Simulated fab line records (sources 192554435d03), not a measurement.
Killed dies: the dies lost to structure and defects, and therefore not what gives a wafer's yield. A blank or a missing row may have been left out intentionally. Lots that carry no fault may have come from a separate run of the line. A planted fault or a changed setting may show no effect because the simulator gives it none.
fab line records ; flow n5-finfet
record lots=5; wafers=13; last-day=17
route steps=1938 shown BEOL_M4@1099 BEOL_M5@1112 BEOL_M12@1608 PASSIVATION@1936
lots that met no fault: taken from a fault-free run of the same line
start-h: hours from the record's opening day to when the first of the lot's shown wafers began ; wait-h: hours from the lot's prior step to this one ; " same as the row above ; L1.1+2: a row that stands for several wafers ; - either no value or no given start ; * or withheld: withheld ; < > ~ a bound
route shown NAME@n: NAME is a module with steps in the file, n the number in the route of the first one ; usual: the fault-free wafers' mean and standard deviation ; same: alike in all rows ; chamber/n: place in a boat ; sites: the reading at each site ; _std_site: the values' standard deviation ; _edge_site: inner sites' mean taken away from outer sites' mean ; radius-mm: how far each site lies from the wafer's centre ; mask NAME#n: copy n ; behind: the tool/chamber that last shaped the wafer ; hold: why the lot was held/for how many hours/how that ended ; device: the transistor (n, p or np) that didn't switch ; end of line: tests run on the same wafers once the route is complete ; for a step that has no rows: nothing shown but its recipe ; killed: the dies lost at the first sort to structure and to defects; this is not the yield of the wafer ; map: per-die view of a wafer (x killed, . not killed, _ where there is no die)
set.NAME: the run value of the setting; set.NAME@STEP: its run value at that earlier step ; model.NAME: the simulator's own value behind a step, which no gauge read
certain route steps with their lots: each step a table, each wafer a row
services: the hour from which a tool's chamber was out of use, counted from the record's first day as start-h (under 0 if before that day), plus the number of hours and why
## steps
# step N5_BEOL_M4_ANNEAL_95
# recipe temp-c=400; time-s=240; ambient=vacuum
# step N5_BEOL_M4_SPUTTER_96
# recipe material=Cu; target-thk-a=45; temp-c=-20; chamber-pressure-pa=0.07; power-w=withheld; time-s=8.29
# step N5_BEOL_M4_ECD_50
# recipe material=Cu; target-thk-a=3000
# step N5_BEOL_M4_ANNEAL_51
# recipe temp-c=225; time-s=90; ambient=N2
# step N5_BEOL_M4_CMP_52
# recipe stop-on=SiOC; t-overpolish-s=6.8; down-force-psi=1; platen-rpm=50; clearing-platen-down-force-psi=1.5; clearing-platen-rpm=50; post-cmp-clean=cu-alkaline; target-thk-nm=40; clearing-platen-pad-velocity-m-s=0.99484; pad-velocity-m-s=0.99484
# step N5_BEOL_M4_PRE_CLEAN_60
# recipe gas=NH3/H2; time-s=15; temp-c=*; rf-power-w=300
# step N5_BEOL_M4_CO_CAP_55
# recipe material=Co; target-thk-a=20; temp-c=200; precursor=CCTBA/H2; pressure-torr=30; time-s=102.1
# step N5_BEOL_M4_PRE_CLEAN_56
# recipe gas=NH3; time-s=15; temp-c=withheld; rf-power-w=300
# step N5_BEOL_M4_DEP_57
# recipe material=SiCN; target-thk-a=80; temp-c=withheld; precursor=3MS/NH3; pressure-torr=3; rf-w=202; time-s=14
# step N5_BEOL_M4_RC_MEAS_101
# usual DIBL_N=36.2/1.6; DIBL_P=36.1/2; IOFF_N=0.16/0.032; IOFF_P=0.22/0.036; ION_N=672/11; ION_P=463/7.5; SS_N=71.4/0.58; SS_P=73.2/0.67; VT_N=250/3.3; VT_P=-250/3.3
lot.wafer;tool;chamber;start-h;wait-h;DIBL_N[mV/V];DIBL_P[mV/V];IOFF_N[nA/um];IOFF_P[nA/um];ION_N[uA/um];ION_P[uA/um];SS_N[mV/dec];SS_P[mV/dec];VT_N[mV];VT_P[mV]
L149.2;prober-01;0;175.64;0.2;38.3;37.9;0.19;0.28;676;468;72.0;73.7;246;-245
L149.3;prober-01;0;175.64;0.2;32.8;31.0;0.10;0.16;651;457;70.2;72.0;255;-255
L149.4;prober-01;0;175.64;0.2;35.6;35.2;0.14;0.22;671;465;71.6;73.0;251;-249
L151.1;prober-02;0;181.49;0.0;36.2;35.0;0.15;0.20;673;464;71.3;73.4;252;-251
L151.3;prober-02;0;181.49;0.0;36.9;36.1;0.16;0.22;677;462;71.9;73.9;249;-247
L152.1;prober-01;0;197.43;0.0;36.9;34.6;0.15;0.19;671;463;71.6;72.6;247;-249
L152.3;prober-01;0;197.43;0.0;38.3;35.2;0.17;0.21;679;465;71.6;73.2;248;-249
L165.3;prober-02;0;273.44;0.3;36.3;37.0;0.14;0.22;652;458;71.4;73.1;257;-250
L165.4;prober-02;0;273.44;0.3;37.3;38.3;0.16;0.23;672;457;71.6;73.0;253;-249
L165.6;prober-02;0;273.44;0.3;36.4;37.1;0.15;0.22;663;467;71.6;72.8;253;-250
L168.1;prober-02;0;305.07;0.0;39.0;37.3;0.18;0.24;677;469;70.9;73.5;249;-248
L168.3;prober-02;0;305.07;0.0;35.9;33.6;0.13;0.19;650;451;70.3;72.7;251;-251
L168.6;prober-02;0;305.07;0.0;38.1;35.7;0.16;0.22;671;464;70.6;72.6;248;-248
# step N5_BEOL_M5_ILD_DEP_00
# recipe material=SiCOH_lowk; target-thk-a=1406.4; temp-c=300; precursor=DEMS/porogen; pressure-torr=5; rf-w=500; time-s=25.9
# step N5_BEOL_M5_CURE_79
# recipe temp-c=385; time-s=240; ambient=He/Ar; material=SiCOH_lowk
# step N5_BEOL_M5_PECVD_70
# recipe material=SiO2; target-thk-a=160; temp-c=400; precursor=TEOS/O2; pressure-torr=5.5; rf-w=450; teos-flow-sccm=53.8; gas=O2; flow-sccm=3000; time-s=18
# step N5_BEOL_M5_HM_DEP_02
# recipe material=TiN; target-thk-a=200; temp-c=25; chamber-pressure-pa=0.49996
# step N5_BEOL_M5_COAT_59
# recipe resist=SOC; temp-c=250; time-s=60; spin-rpm=1500; resist-thk-nm=60
# step N5_BEOL_M5_COAT_60
# recipe resist=SiARC; temp-c=220; time-s=60; spin-rpm=1500; resist-thk-nm=12
# step N5_BEOL_M5_COAT_71
# recipe resist=underlayer; temp-c=205; time-s=60; spin-rpm=1500; resist-thk-nm=5
# step N5_BEOL_M5_COAT_05
# recipe resist=CAR-EUV; spin-rpm=1500; resist-thk-nm=30
# step N5_BEOL_M5_EBR_07
# recipe solvent=PGMEA; ebr-width-mm=1.5
# step N5_BEOL_M5_SOFTBAKE_06
# recipe temp-c=110; time-s=60; resist=CAR-EUV
# step N5_BEOL_M5_EXPOSE_08
# recipe mask-id=M5; na=0.33; source-shape=annular; sigma-inner=0.4; sigma-outer=0.8; polarization=unpolarized; target-cd-nm=28; dose-mj=35.75
# step N5_BEOL_M5_PEB_09
# recipe peb-temp-c=100; peb-time-s=60; resist=CAR-EUV
# step N5_BEOL_M5_DEVELOP_10
# recipe develop-time-s=30; developer=TMAH; resist=CAR-EUV; rinse-liquid=surfactant-rinse; dry=air-spin; dev-temp-c=23
# step N5_BEOL_M5_DESCUM_16
# recipe chemistry=O2; time-s=7; source-power-w=50; bias-power-w=20; pressure-mtorr=20; rf-frequency-hz=2.712e+07; temp-c=40; resist=CAR-EUV; o2-flow-sccm=225
# step N5_BEOL_M5_ETCH_72
# recipe chemistry=N2/H2; target=underlayer; target-depth-a=65; mask-material=CAR-EUV; time-s=5.2; ion-energy-ev=200; pressure-mtorr=30; source-w=840; bias-w=150; n2-flow-sccm=200; h2-flow-sccm=200; ends=cleared
# step N5_BEOL_M5_ETCH_61
# recipe chemistry=CF4; target=SiARC; target-depth-a=156; mask-material=CAR-EUV; time-s=26; ion-energy-ev=80; pressure-mtorr=40; source-w=545; bias-w=36; Ar_flow_sccm=100; cf4-flow-sccm=100; ends=cleared
# step N5_BEOL_M5_ETCH_62
# recipe chemistry=N2/H2; target=SOC; target-depth-a=750; overetch-a=150; mask-material=SiARC; temp-c=40; time-s=112.5; ion-energy-ev=200; pressure-mtorr=30; source-w=840; bias-w=150; n2-flow-sccm=200; h2-flow-sccm=200
# step N5_BEOL_M5_STRIP_63
# recipe chemistry=N2/H2; temp-c=40; n2-flow-sccm=200; h2-flow-sccm=200; rf-frequency-hz=6e+07
# step N5_BEOL_M5_STRIP_73
# recipe chemistry=N2/H2; temp-c=40; n2-flow-sccm=200; h2-flow-sccm=200; rf-frequency-hz=6e+07
# step N5_BEOL_M5_STRIP_64
# recipe chemistry=CF4; resist=SiARC; power-w=300; bias-power-w=75; pressure-mtorr=50; cf4-flow-sccm=150; rf-frequency-hz=6e+07
# step N5_BEOL_M5_HM_OPEN_17
# recipe chemistry=Cl2/BCl3; target-depth-a=200; overetch-a=60; target=TiN; mask-material=SOC; ion-energy-ev=150; pressure-mtorr=10; icp-w=1000; bias-w=126; Cl2_flow_sccm=53.25; bcl3-flow-sccm=21.75; Ar_flow_sccm=25
# step N5_BEOL_M5_STRIP_19
# recipe chemistry=O2; power-w=400; temp-c=40; pressure-mtorr=30; rf-frequency-hz=6e+07; bias-power-w=0; overash-fraction=0.2; o2-flow-sccm=225
# step N5_BEOL_M5_COAT_65
# recipe resist=SOC; temp-c=250; time-s=60; spin-rpm=1500; resist-thk-nm=60
# step N5_BEOL_M5_COAT_66
# recipe resist=SiARC; temp-c=220; time-s=60; spin-rpm=1500; resist-thk-nm=12
# step N5_BEOL_M12_EXPOSE_07
# recipe mask-id=V11; na=0.93; source-shape=conventional; sigma-outer=0.6; polarization=unpolarized; attpsm-phase-deg=180; dose-mj=32.5
# usual focus-offset-nm=-0.1/0.62
lot.wafer;tool;chamber;start-h;wait-h;mask;focus-offset-nm
L149.2;krf-scanner-01;0;247.24;-;V11#0;0.0
L149.3;krf-scanner-01;0;247.24;-;V11#0;-0.3
L149.4;krf-scanner-01;0;247.24;-;V11#0;-0.4
L151.1;krf-scanner-01;0;251.07;-;V11#0;-0.8
L151.3;krf-scanner-01;0;251.07;-;V11#0;-0.6
L152.1;krf-scanner-01;0;261.72;-;V11#0;0.3
L152.3;krf-scanner-01;0;261.72;-;V11#0;0.2
L165.3;krf-scanner-02;0;337.98;-;V11#0;0.3
L165.4;krf-scanner-02;0;337.98;-;V11#0;0.2
L165.6;krf-scanner-02;0;337.98;-;V11#0;0.4
L168.1;krf-scanner-01;0;368.02;-;V11#0;-0.2
L168.3;krf-scanner-01;0;368.02;-;V11#0;-1.2
L168.6;krf-scanner-01;0;368.02;-;V11#0;-0.1
# step N5_BEOL_M12_CD_MEAS_10
# recipe target-cd-nm=140; landing-energy-ev=500; detector=se-inlens; polarity=opening
# usual cd-nm=140.5/1.5
lot.wafer;tool;chamber;start-h;wait-h;cd-nm
L149.2;cd-sem-01;0;247.40;-;142.2
L149.3;cd-sem-01;0;247.40;-;99.0
L149.4;cd-sem-01;0;247.40;-;139.2
L151.1;cd-sem-03;0;251.24;-;101.5
L151.3;cd-sem-03;0;251.24;-;101.3
L152.1;cd-sem-01;0;261.89;-;99.9
L152.3;cd-sem-01;0;261.89;-;96.5
L165.3;cd-sem-01;0;338.14;-;141.5
L165.4;cd-sem-01;0;338.14;-;139.8
L165.6;cd-sem-01;0;338.14;-;140.3
L168.1;cd-sem-02;0;368.19;-;140.4
L168.3;cd-sem-02;0;368.19;-;141.1
L168.6;cd-sem-02;0;368.19;-;140.3
# step N5_BEOL_M12_CD_MEAS_17
# recipe target-cd-nm=140; polarity=opening
# usual cd-nm=140.7/1.8
lot.wafer;tool;chamber;start-h;wait-h;cd-nm
L149.2;cd-sem-01;-;247.98;0.0;143.6
L149.3;cd-sem-01;-;247.98;0.0;99.0
L149.4;cd-sem-01;-;247.98;0.0;139.0
L151.1;cd-sem-03;-;251.82;0.0;100.7
L151.3;cd-sem-03;-;251.82;0.0;101.6
L152.1;cd-sem-01;-;262.58;0.0;99.3
L152.3;cd-sem-01;-;262.58;0.0;95.6
L165.3;cd-sem-01;-;338.72;0.0;141.6
L165.4;cd-sem-01;-;338.72;0.0;139.9
L165.6;cd-sem-01;-;338.72;0.0;140.1
L168.1;cd-sem-02;-;368.77;0.0;139.9
L168.3;cd-sem-02;-;368.77;0.0;142.5
L168.6;cd-sem-02;-;368.77;0.0;139.1
# step N5_PASSIVATION_PROBE_49
# usual defect-limited-yield=91.4/1.3; killed_at_M0_to_M3=34/10; killed_at_M4_up=14/5.6; killed-at-contacts=13/5.9; killed-at-front-end=37/9.9; killed-at-other=3.5/2.8; killed-dies=101/15; killed-on-rim=13/3.9; killed-open=67/12; killed-short=32/6.6; sort_bin_5_function=5.0/0.81; sort_bin_6_memory=3.2/0.66; sort-n-pass=1079/15; sort-yield-pct=91.4/1.3
# same gross-dies=1180; killed-at-back-side=0; sort_bin_4_leakage[%]=0; sort_bin_8_speed[%]=0
lot.wafer;tool;chamber;start-h;wait-h;defect-limited-yield[%];killed_at_M0_to_M3;killed_at_M4_up;killed-at-contacts;killed-at-front-end;killed-at-other;killed-dies;killed-on-rim;killed-open;killed-short;sort_bin_5_function[%];sort_bin_6_memory[%];sort-n-pass;sort-yield-pct[%]
L151.1;prober-02;-;288.42;0.0;0;43;1091;15;25;6;1180;152;85;31;96.2;3.6;0;0
L151.3;prober-02;-;288.52;0.1;0.1;31;1100;9;36;3;1179;152;71;24;96.2;3.4;1;0.1
L149.2;prober-02;-;289.93;0.1;90.3;36;13;25;30;10;114;18;87;26;5.2;4.2;1066;90.3
L149.3;prober-02;-;289.98;0.1;0;31;1090;15;42;2;1180;152;56;37;96.8;3.1;0;0
L149.4;prober-02;-;290.03;0.2;92.5;27;12;9;29;11;88;13;57;31;4.2;2.8;1092;92.5
L152.1;prober-02;-;308.64;0.0;0;51;1085;9;33;2;1180;152;85;28;96.0;3.7;0;0
L152.3;prober-02;-;308.74;0.1;0;29;1093;19;35;4;1180;152;65;32;96.8;2.8;0;0
L165.3;prober-02;-;376.39;0.1;91.7;52;3;6;32;5;98;10;59;38;4.3;3.6;1082;91.7
L165.4;prober-02;-;376.44;0.2;90.8;40;12;9;44;3;108;14;71;34;4.7;4.1;1072;90.8
L165.6;prober-02;-;376.54;0.3;90.8;52;16;10;31;0;109;10;75;34;4.7;4.3;1071;90.8
L168.1;prober-02;-;404.72;0.0;90.9;41;10;8;43;5;107;25;67;38;4.9;3.6;1073;90.9
L168.3;prober-02;-;404.82;0.1;89.5;66;16;12;27;3;124;14;88;33;6.6;3.6;1056;89.5
L168.6;prober-02;-;404.97;0.3;90.8;44;11;13;27;13;108;13;60;43;5.3;3.7;1072;90.8
# killed by level:class
L151.1 BEOL_M12:area-expose=1064 BEOL_M2:geometric-particle:open=16 BEOL_M4:geometric-particle:open=16 MOL_CONTACT_COAG:geometric-particle:open=11 FIN_SAQP:geometric-particle:short=6 BEOL_M0_SAQP:geometric-particle:open=6 BEOL_M0:geometric-particle:open=6 DUMMY_GATE:geometric-particle:open=5
L151.3 BEOL_M12:area-expose=1084 DUMMY_GATE:geometric-particle:open=9 BEOL_M3:geometric-particle:open=8 BEOL_M4:geometric-particle:open=8 BEOL_M0_SAQP:geometric-particle:open=7 GATE_CUT:geometric-particle:short=6 MOL_CONTACT_COAG:geometric-particle:open=6 STI_FIN_REVEAL:geometric-particle:open=5
L149.2 MOL_CONTACT_COAG:geometric-particle:open=21 BEOL_M1:geometric-particle:open=14 BEOL_M0_SAQP:geometric-particle:open=8 STI_FIN_REVEAL:geometric-particle:open=6 DUMMY_GATE:geometric-particle:open=6 FIN_SAQP:geometric-particle:short=5 GATE_CUT:geometric-particle:short=5 BEOL_M0_SAQP:geometric-particle:short=5
L149.3 BEOL_M12:area-expose=1085 FIN_SAQP:geometric-particle:short=14 FIN_SAQP:geometric-particle:open=10 MOL_CONTACT_COAG:geometric-particle:open=9 BEOL_M1:geometric-particle:open=9 BEOL_M0_SAQP:geometric-particle:short=7 GATE_CUT:geometric-particle:open=6 GATE_CUT:geometric-particle:short=6
L149.4 FIN_SAQP:geometric-particle:short=8 BEOL_M1:geometric-particle:open=8 DUMMY_GATE:geometric-particle:open=6 MOL_CONTACT_COAG:geometric-particle:open=6 BEOL_M2:geometric-particle:open=6 BEOL_M4:geometric-particle:open=5 BEOL_M0_SAQP:geometric-particle:open=4 FIN_SAQP:geometric-particle:open=3
L152.1 BEOL_M12:area-expose=1066 BEOL_M0_SAQP:geometric-particle:open=13 BEOL_M2:geometric-particle:open=10 FIN_SAQP:geometric-particle:open=9 STI_FIN_REVEAL:geometric-particle:open=8 MOL_CONTACT_COAG:geometric-particle:open=8 BEOL_M3:geometric-particle:open=8 BEOL_M4:geometric-particle:open=8
L152.3 BEOL_M12:area-expose=1082 MOL_CONTACT_COAG:geometric-particle:open=16 FIN_SAQP:geometric-particle:open=10 FIN_SAQP:geometric-particle:short=6 BEOL_M0_SAQP:geometric-particle:open=6 GATE_CUT:geometric-particle:short=5 BEOL_M0_SAQP:geometric-particle:short=5 STI_FIN_REVEAL:geometric-particle:open=4
L165.3 BEOL_M0_SAQP:geometric-particle:open=12 BEOL_M0_SAQP:geometric-particle:short=10 BEOL_M1:geometric-particle:open=10 FIN_SAQP:geometric-particle:open=7 BEOL_M2:geometric-particle:open=6 STI_FIN_REVEAL:geometric-particle:open=5 MOL_CONTACT_COAG:geometric-particle:open=4 BEOL_M2:geometric-particle:short=4
L165.4 FIN_SAQP:geometric-particle:open=10 FIN_SAQP:geometric-particle:short=9 BEOL_M0_SAQP:geometric-particle:open=9 BEOL_M1:geometric-particle:open=8 MOL_CONTACT_COAG:geometric-particle:open=6 BEOL_M0_SAQP:geometric-particle:short=6 BEOL_M2:geometric-particle:open=6 ILD0:geometric-particle:short=5
L165.6 BEOL_M0_SAQP:geometric-particle:open=16 BEOL_M0_SAQP:geometric-particle:short=12 FIN_SAQP:geometric-particle:short=10 MOL_CONTACT_COAG:geometric-particle:open=9 BEOL_M3:geometric-particle:open=7 BEOL_M4:geometric-particle:open=7 FIN_SAQP:geometric-particle:open=5 STI_FIN_REVEAL:geometric-particle:open=4
L168.1 FIN_SAQP:geometric-particle:open=10 BEOL_M2:geometric-particle:open=8 SPACER0:geometric-particle:open=7 BEOL_M0_SAQP:geometric-particle:short=7 BEOL_M0_SAQP:geometric-particle:open=7 MOL_CONTACT_COAG:geometric-particle:open=6 BEOL_M3:geometric-particle:open=6 GATE_CUT:geometric-particle:short=5
L168.3 BEOL_M0_SAQP:geometric-particle:open=18 BEOL_M0_SAQP:geometric-particle:short=16 BEOL_M2:geometric-particle:open=12 MOL_CONTACT_COAG:geometric-particle:open=10 BEOL_M4:geometric-particle:open=9 BEOL_M1:geometric-particle:open=8 FIN_SAQP:geometric-particle:open=6 DUMMY_GATE:geometric-particle:open=6
L168.6 MOL_CONTACT_COAG:geometric-particle:open=12 BEOL_M0_SAQP:geometric-particle:short=11 BEOL_M3:geometric-particle:open=8 BEOL_M2:geometric-particle:open=7 BEOL_M0_SAQP:geometric-particle:open=6 GATE_CUT:geometric-particle:short=6 STI_FIN_REVEAL:geometric-particle:open=5 SPACER0:geometric-particle:short=5
# map L149.3 (x killed, . not)
_________________xxxxxxxxxxxx________________
______________xxxxxxxxxxxxxxxxxx_____________
___________xxxxxxxxxxxxxxxxxxxxxxxx__________
__________xxxxxxxxxxxxxxxxxxxxxxxxxx_________
________xxxxxxxxxxxxxxxxxxxxxxxxxxxxxx_______
_______xxxxxxxxxxxxxxxxxxxxxxxxxxxxxxxx______
______xxxxxxxxxxxxxxxxxxxxxxxxxxxxxxxxxx_____
_____xxxxxxxxxxxxxxxxxxxxxxxxxxxxxxxxxxxx____
____xxxxxxxxxxxxxxxxxxxxxxxxxxxxxxxxxxxxxx___
___xxxxxxxxxxxxxxxxxxxxxxxxxxxxxxxxxxxxxxxx__
___xxxxxxxxxxxxxxxxxxxxxxxxxxxxxxxxxxxxxxxx__
__xxxxxxxxxxxxxxxxxxxxxxxxxxxxxxxxxxxxxxxxxx_
__xxxxxxxxxxxxxxxxxxxxxxxxxxxxxxxxxxxxxxxxxx_
_xxxxxxxxxxxxxxxxxxxxxxxxxxxxxxxxxxxxxxxxxxxx
_xxxxxxxxxxxxxxxxxxxxxxxxxxxxxxxxxxxxxxxxxxxx
_xxxxxxxxxxxxxxxxxxxxxxxxxxxxxxxxxxxxxxxxxxxx
_xxxxxxxxxxxxxxxxxxxxxxxxxxxxxxxxxxxxxxxxxxxx
_xxxxxxxxxxxxxxxxxxxxxxxxxxxxxxxxxxxxxxxxxxxx
_xxxxxxxxxxxxxxxxxxxxxxxxxxxxxxxxxxxxxxxxxxxx
_xxxxxxxxxxxxxxxxxxxxxxxxxxxxxxxxxxxxxxxxxxxx
_xxxxxxxxxxxxxxxxxxxxxxxxxxxxxxxxxxxxxxxxxxxx
__xxxxxxxxxxxxxxxxxxxxxxxxxxxxxxxxxxxxxxxxxx_
__xxxxxxxxxxxxxxxxxxxxxxxxxxxxxxxxxxxxxxxxxx_
___xxxxxxxxxxxxxxxxxxxxxxxxxxxxxxxxxxxxxxxx__
___xxxxxxxxxxxxxxxxxxxxxxxxxxxxxxxxxxxxxxxx__
____xxxxxxxxxxxxxxxxxxxxxxxxxxxxxxxxxxxxxx___
_____xxxxxxxxxxxxxxxxxxxxxxxxxxxxxxxxxxxx____
______xxxxxxxxxxxxxxxxxxxxxxxxxxxxxxxxxx_____
_______xxxxxxxxxxxxxxxxxxxxxxxxxxxxxxxx______
________xxxxxxxxxxxxxxxxxxxxxxxxxxxxxx_______
__________xxxxxxxxxxxxxxxxxxxxxxxxxx_________
___________xxxxxxxxxxxxxxxxxxxxxxxx__________
______________xxxxxxxxxxxxxxxxxx_____________
_________________xxxxxxxxxxxx________________
# map L151.1 (x killed, . not)
_________________xxxxxxxxxxxx________________
______________xxxxxxxxxxxxxxxxxx_____________
___________xxxxxxxxxxxxxxxxxxxxxxxx__________
__________xxxxxxxxxxxxxxxxxxxxxxxxxx_________
________xxxxxxxxxxxxxxxxxxxxxxxxxxxxxx_______
_______xxxxxxxxxxxxxxxxxxxxxxxxxxxxxxxx______
______xxxxxxxxxxxxxxxxxxxxxxxxxxxxxxxxxx_____
_____xxxxxxxxxxxxxxxxxxxxxxxxxxxxxxxxxxxx____
____xxxxxxxxxxxxxxxxxxxxxxxxxxxxxxxxxxxxxx___
___xxxxxxxxxxxxxxxxxxxxxxxxxxxxxxxxxxxxxxxx__
___xxxxxxxxxxxxxxxxxxxxxxxxxxxxxxxxxxxxxxxx__
__xxxxxxxxxxxxxxxxxxxxxxxxxxxxxxxxxxxxxxxxxx_
__xxxxxxxxxxxxxxxxxxxxxxxxxxxxxxxxxxxxxxxxxx_
_xxxxxxxxxxxxxxxxxxxxxxxxxxxxxxxxxxxxxxxxxxxx
_xxxxxxxxxxxxxxxxxxxxxxxxxxxxxxxxxxxxxxxxxxxx
_xxxxxxxxxxxxxxxxxxxxxxxxxxxxxxxxxxxxxxxxxxxx
_xxxxxxxxxxxxxxxxxxxxxxxxxxxxxxxxxxxxxxxxxxxx
_xxxxxxxxxxxxxxxxxxxxxxxxxxxxxxxxxxxxxxxxxxxx
_xxxxxxxxxxxxxxxxxxxxxxxxxxxxxxxxxxxxxxxxxxxx
_xxxxxxxxxxxxxxxxxxxxxxxxxxxxxxxxxxxxxxxxxxxx
_xxxxxxxxxxxxxxxxxxxxxxxxxxxxxxxxxxxxxxxxxxxx
__xxxxxxxxxxxxxxxxxxxxxxxxxxxxxxxxxxxxxxxxxx_
__xxxxxxxxxxxxxxxxxxxxxxxxxxxxxxxxxxxxxxxxxx_
___xxxxxxxxxxxxxxxxxxxxxxxxxxxxxxxxxxxxxxxx__
___xxxxxxxxxxxxxxxxxxxxxxxxxxxxxxxxxxxxxxxx__
____xxxxxxxxxxxxxxxxxxxxxxxxxxxxxxxxxxxxxx___
_____xxxxxxxxxxxxxxxxxxxxxxxxxxxxxxxxxxxx____
______xxxxxxxxxxxxxxxxxxxxxxxxxxxxxxxxxx_____
_______xxxxxxxxxxxxxxxxxxxxxxxxxxxxxxxx______
________xxxxxxxxxxxxxxxxxxxxxxxxxxxxxx_______
__________xxxxxxxxxxxxxxxxxxxxxxxxxx_________
___________xxxxxxxxxxxxxxxxxxxxxxxx__________
______________xxxxxxxxxxxxxxxxxx_____________
_________________xxxxxxxxxxxx________________
## services
tool;chamber;start-h;hours;kind
krf-scanner-02;0;236.77;-;calibration
krf-scanner-01;-;243.01;1.3;repair
krf-scanner-01;0;258.22;-;calibration
krf-scanner-02;-;259.11;0.8;pm
krf-scanner-01;-;259.68;0.8;repair
krf-scanner-02;-;308.54;1.3;pm
krf-scanner-01;-;361.51;1.0;pm
krf-scanner-02;-;367.03;1.0;pm
## key
first-sign step=N5_BEOL_M12_CD_MEAS_10; reading=cd-nm; direction=down; sigmas=26; usual=140.5; struck=99.6
effect step=N5_BEOL_M12_CD_MEAS_17; reading=cd-nm; direction=down; sigmas=23; usual=140.7; struck=99.2
effect step=N5_PASSIVATION_PROBE_49; reading=killed_at_M4_up; direction=up; sigmas=99+; usual=14; struck=1092
more-kills-born-at N5_BEOL_M12_EXPOSE_07@krf-scanner-01=5381
met-at N5_BEOL_M12_EXPOSE_07
struck-wafers L149.3,L151.1,L151.3,L152.1,L152.3
later-rows-left-out L149.3,L151.1,L151.3,L152.1,L152.3
fault kind=process-parameter-drift; tool=krf-scanner-01; chamber=-; onset-h=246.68; steps=N5_BEOL_M12_EXPOSE_07; channel=focus-nm; offset=295.45; shape=step; end-h=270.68; scope=struck-wafers-only
# later-rows-left-out: the simulator's readings of these wafers behind a module that went badly wrong aren't trusted and aren't shown, but for the sort
